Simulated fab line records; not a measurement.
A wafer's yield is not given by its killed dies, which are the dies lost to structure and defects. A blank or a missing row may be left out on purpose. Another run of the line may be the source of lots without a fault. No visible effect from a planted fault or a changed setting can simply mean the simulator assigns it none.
One fault seen from 3 desks | flow n5 finfet | numbers are kept per desk, each desk with only its own; the story behind them comes last

## FOR THE TOOL OWNER'S DESK: cmp-04
The tool's own readings at N5_BEOL_M12_CMP_49 (polishes, stops on SiOC, t overpolish 20.6 s, target thk 320 nm): means of the sampled wafers that have a number, for each lot that ran on this tool. If a lot's mean is further than 4 standard deviations from the usual mean, the lot is out of limits and carries the mark OUT (the distance appears in the brackets).
Columns: A = barrier field endpoint s at N5_BEOL_M12_CMP_49, usual 30.5 s; B = clearing platen down force psi at N5_BEOL_M12_CMP_49, usual 1.5002 psi; C = head pressure psi at N5_BEOL_M12_CMP_49, usual 1.0000 psi; D = motor current A at N5_BEOL_M12_CMP_49, usual 6.1 A; E = overpolish run s at N5_BEOL_M12_CMP_49, usual 20.600 s
lot  | first seen here | A              | B      | C      | D   | E
L396 | day 10 08:17    | 30.3           | 1.5020 | 0.9998 | 6.1 | 20.613
L400 | day 11 10:14    | 30.9           | 1.5009 | 0.9996 | 6.1 | 20.604
L402 | day 12 10:15    | 30.7           | 1.4999 | 1.0019 | 5.9 | 20.597
L408 | day 13 13:59    | 49.7 (+26) OUT | 1.4965 | 0.9969 | 6.1 | 11.464 (-99 or more) OUT
L410 | day 14 08:51    | 50.2 (+27) OUT | 1.4998 | 1.0017 | 6.4 | 10.994 (-99 or more) OUT
Finding of this desk: L408, L410 out of limits; the first was L408 at day 13 13:59, on barrier field endpoint s at N5_BEOL_M12_CMP_49. In limits: L396, L400, L402.

## THE DEFECT DESK
Per lot, the means of the sampled wafers with a number show what the inspections along the route counted. If a lot's mean is further than 4 standard deviations from the usual mean, the lot is out of limits and carries the mark OUT (the distance appears in the brackets).
Columns: A = raw defect count at N5_BEOL_M12_INSPECT_55, usual 76
lot  | first seen here | A
L396 | day 10 08:44    | 72
L397 | day 11 01:17    | 98
L400 | day 11 10:41    | 106
L402 | day 12 10:42    | 52
L408 | day 13 14:23    | 3241 (+99 or more) OUT
L410 | day 14 09:17    | 3242 (+99 or more) OUT
L415 | day 14 23:17    | 104
L417 | day 16 04:20    | 84
L418 | day 16 04:21    | 91
Finding of this desk: L408, L410 out of limits; the first was L408 at day 13 14:23, on raw defect count at N5_BEOL_M12_INSPECT_55. In limits: L396, L397, L400, L402, L415, L417, L418.

## AT THE METROLOGY DESK
Means of the sampled wafers that have a number, per lot and without regard to the tool the lot ran on: this is what the gauges read. If a lot's mean is further than 4 standard deviations from the usual mean, the lot is out of limits and carries the mark OUT (the distance appears in the brackets). 7 of its 13 readings are shown: the first one out of limits and those lying furthest out on some lot.
Columns: A = IOFF_N at N5_BEOL_M4_RC_MEAS_101, usual 0.16 nA/um; B = IOFF_P at N5_BEOL_M4_RC_MEAS_101, usual 0.21 nA/um; C = ION_N at N5_BEOL_M4_RC_MEAS_101, usual 675 uA/um; D = SS_N at N5_BEOL_M4_RC_MEAS_101, usual 71.6 mV/dec; E = VT_N at N5_BEOL_M4_RC_MEAS_101, usual 249 mV; F = VT_P at N5_BEOL_M4_RC_MEAS_101, usual -250 mV; G = M12_THK at N5_BEOL_M12_THK_MEAS_50, usual 326 nm
lot  | first seen here | A    | B    | C   | D    | E   | F    | G
L396 | day 7 15:28     | 0.15 | 0.19 | 676 | 71.5 | 252 | -253 | 324
L397 | day 8 11:33     | 0.16 | 0.23 | 676 | 71.7 | 249 | -248 | 328
L400 | day 8 14:43     | 0.17 | 0.24 | 675 | 72.1 | 248 | -246 | 321
L402 | day 9 10:17     | 0.17 | 0.23 | 681 | 72.1 | 249 | -251 | 323
L408 | day 10 15:11    | 0.18 | 0.25 | 681 | 71.9 | 247 | -246 | 518 (+32) OUT
L410 | day 11 13:41    | 0.19 | 0.29 | 682 | 71.6 | 246 | -243 | 533 (+34) OUT
L415 | day 12 03:55    | 0.16 | 0.23 | 669 | 71.6 | 252 | -247 | 321
L417 | day 13 03:38    | 0.24 | 0.24 | 700 | 72.6 | 243 | -250 | 328
L418 | day 13 10:11    | 0.15 | 0.18 | 671 | 71.6 | 250 | -253 | 335
Per this desk, out of limits: L408, L410; the first was L408, day 13 14:14 (M12_THK at N5_BEOL_M12_THK_MEAS_50). In limits: L396, L397, L400, L402, L415, L417, L418.

## ALL TOGETHER
The tool owner's desk could have raised an alarm at day 13 13:59, on L408, L410.
On L408, L410, the metrology desk was in a position to raise an alarm at day 13 14:14.
The defect desk could have raised an alarm at day 13 14:23, on L408, L410.
Of the lots named, all ran N5_BEOL_M12_CMP_49 on cmp-04.

## WHAT THE SIMULATOR PUT IN
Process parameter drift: cmp-04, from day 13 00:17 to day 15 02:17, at N5_BEOL_M12_CMP_49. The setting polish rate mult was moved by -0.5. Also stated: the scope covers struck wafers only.
Lots struck among those shown: L408, L410.
Hours from the fault's start to each desk's first reading out of limits: the tool owner's desk, 14; the metrology desk, 14; the defect desk, 14.
